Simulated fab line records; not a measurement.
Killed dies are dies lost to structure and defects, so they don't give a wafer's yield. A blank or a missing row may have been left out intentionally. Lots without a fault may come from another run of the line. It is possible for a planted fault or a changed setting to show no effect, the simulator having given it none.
Split-lot study :: flow n5 finfet :: 21 wafers read across 7 lots, on a route 1938 steps long

== ABOUT THE SPLIT ==
At N5_BEOL_M1_ALD_98 (deposits SiO2, target thk 2.5 nm, pulse time 1 s, co reactant pulse time 1 s), the setting ald cycles was moved away from the recipe's 17 on 11 of the 21 wafers read, by -11.8% to +5.9%. For the rest of the wafers, this setting stayed at what the recipe calls for.

The reading is taken at the split's own step.

== THE READING ==
SiO2_of_BEOL_M1_ALD_98.thk nm (the simulator's own value, which no gauge read), in nm, at N5_BEOL_M1_ALD_98 (deposits SiO2, target thk 2.5 nm, pulse time 1 s, co reactant pulse time 1 s). The file gives no usual value for it. Here, 10 wafers ran the recipe; their average is 2.5 nm with a standard deviation of 0.1 nm.

wafer: L076.2
tool, chamber at the split: ald sin-02, 1
ald cycles as run: 15
against the recipe: -11.8%
SiO2_of_BEOL_M1_ALD_98.thk nm, nm: 2.2
against lot-mates on the recipe: -0.3

wafer: L076.3
tool, chamber at the split: ald sin-02, 3
ald cycles as run: 17
against the recipe: recipe
SiO2_of_BEOL_M1_ALD_98.thk nm, nm: 2.6
against lot-mates on the recipe: -

wafer: L076.4
tool, chamber at the split: ald sin-02, 2
ald cycles as run: 17
against the recipe: recipe
SiO2_of_BEOL_M1_ALD_98.thk nm, nm: 2.4
against lot-mates on the recipe: -

wafer: L078.1
tool, chamber at the split: ald sin-03, 0,2,0
ald cycles as run: 17
against the recipe: recipe
SiO2_of_BEOL_M1_ALD_98.thk nm, nm: 2.6
against lot-mates on the recipe: -

wafer: L078.2
tool, chamber at the split: ald sin-03, 0,2,0
ald cycles as run: 17
against the recipe: recipe
SiO2_of_BEOL_M1_ALD_98.thk nm, nm: 2.6
against lot-mates on the recipe: -

wafer: L078.5
tool, chamber at the split: ald sin-03, 0,2,0
ald cycles as run: 17
against the recipe: recipe
SiO2_of_BEOL_M1_ALD_98.thk nm, nm: 2.6
against lot-mates on the recipe: -

wafer: L079.1
tool, chamber at the split: ald sin-03, 2,0
ald cycles as run: 15
against the recipe: -11.8%
SiO2_of_BEOL_M1_ALD_98.thk nm, nm: 2.2
against lot-mates on the recipe: -0.4

wafer: L079.3
tool, chamber at the split: ald sin-03, 2,0
ald cycles as run: 15
against the recipe: -11.8%
SiO2_of_BEOL_M1_ALD_98.thk nm, nm: 2.2
against lot-mates on the recipe: -0.4

wafer: L079.5
tool, chamber at the split: ald sin-03, 0
ald cycles as run: 17
against the recipe: recipe
SiO2_of_BEOL_M1_ALD_98.thk nm, nm: 2.6
against lot-mates on the recipe: -

wafer: L080.3
tool, chamber at the split: ald sin-01, 0,2
ald cycles as run: 18
against the recipe: +5.9%
SiO2_of_BEOL_M1_ALD_98.thk nm, nm: 2.6
against lot-mates on the recipe: +0.2

wafer: L080.6
tool, chamber at the split: ald sin-01, 0,2
ald cycles as run: 18
against the recipe: +5.9%
SiO2_of_BEOL_M1_ALD_98.thk nm, nm: 2.6
against lot-mates on the recipe: +0.2

wafer: L080.5
tool, chamber at the split: ald sin-01, 1
ald cycles as run: 17
against the recipe: recipe
SiO2_of_BEOL_M1_ALD_98.thk nm, nm: 2.4
against lot-mates on the recipe: -

wafer: L085.2
tool, chamber at the split: ald sin-03, 0,1
ald cycles as run: 16
against the recipe: -5.9%
SiO2_of_BEOL_M1_ALD_98.thk nm, nm: 2.4
against lot-mates on the recipe: +0.0

wafer: L085.5
tool, chamber at the split: ald sin-03, 0,1
ald cycles as run: 16
against the recipe: -5.9%
SiO2_of_BEOL_M1_ALD_98.thk nm, nm: 2.4
against lot-mates on the recipe: +0.0

wafer: L085.4
tool, chamber at the split: ald sin-03, 3
ald cycles as run: 17
against the recipe: recipe
SiO2_of_BEOL_M1_ALD_98.thk nm, nm: 2.4
against lot-mates on the recipe: -

wafer: L087.1
tool, chamber at the split: ald sin-01, 3,0
ald cycles as run: 15
against the recipe: -11.8%
SiO2_of_BEOL_M1_ALD_98.thk nm, nm: 2.2
against lot-mates on the recipe: -0.2

wafer: L087.6
tool, chamber at the split: ald sin-01, 3,0
ald cycles as run: 15
against the recipe: -11.8%
SiO2_of_BEOL_M1_ALD_98.thk nm, nm: 2.2
against lot-mates on the recipe: -0.2

wafer: L087.2
tool, chamber at the split: ald sin-01, 0
ald cycles as run: 17
against the recipe: recipe
SiO2_of_BEOL_M1_ALD_98.thk nm, nm: 2.4
against lot-mates on the recipe: -

wafer: L091.1
tool, chamber at the split: ald sin-01, 0
ald cycles as run: 15
against the recipe: -11.8%
SiO2_of_BEOL_M1_ALD_98.thk nm, nm: 2.2
against lot-mates on the recipe: -0.2

wafer: L091.4
tool, chamber at the split: ald sin-01, 0
ald cycles as run: 15
against the recipe: -11.8%
SiO2_of_BEOL_M1_ALD_98.thk nm, nm: 2.2
against lot-mates on the recipe: -0.2

wafer: L091.2
tool, chamber at the split: ald sin-01, 2
ald cycles as run: 17
against the recipe: recipe
SiO2_of_BEOL_M1_ALD_98.thk nm, nm: 2.4
against lot-mates on the recipe: -
The file does not say which wafer passed through which chamber wherever a row lists several chambers: such a row stands for several wafers.

THE FIT
A straight line over all 21 wafers: SiO2_of_BEOL_M1_ALD_98.thk nm changes by +0.024 nm for each +1% of ald cycles; r = +0.90; the points scatter about the line by 0.075 nm.
The same after taking each lot's own level away (the mean of its wafers on the recipe; 21 wafers): +0.024 nm for each +1%; r = +0.90; scatter 0.076 nm.
Per that fit: largest ald cycles move, reading shift of 0.28 nm.
From 2.40 to 2.60 nm: that is the span of the lots' own levels, equal to 2.0 times the standard deviation above.
So the lot-to-lot level changes the slope little: the two slopes agree.
Check: for one of the wafers moved furthest among these (-11.8%), held out of the fit, the line's prediction against its lot-mates is -0.254 nm. It came out at -0.3 nm against them.

== ADDITIONAL SPLITS CARRIED BY THESE WAFERS ==
Other splits were also applied to these wafers ahead of the reading. Each is held against what the fit with the lots' levels taken away leaves over:
other split on the same wafers: N5_BEOL_M1_ILD_DEP_00 time s
wafers away from the commonest value: 8
r with SiO2_of_BEOL_M1_ALD_98.thk nm (lot level and that fit taken away): +0.30

other split on the same wafers: N5_BEOL_M1_HM_DEP_02 target thk a
wafers away from the commonest value: 3
r with SiO2_of_BEOL_M1_ALD_98.thk nm (lot level and that fit taken away): +0.01

== FILE'S OWN FIT ==
SiO2_of_BEOL_M1_ALD_98.thk nm changes by +0.0227 nm for each +1% of ald cycles, r = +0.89.
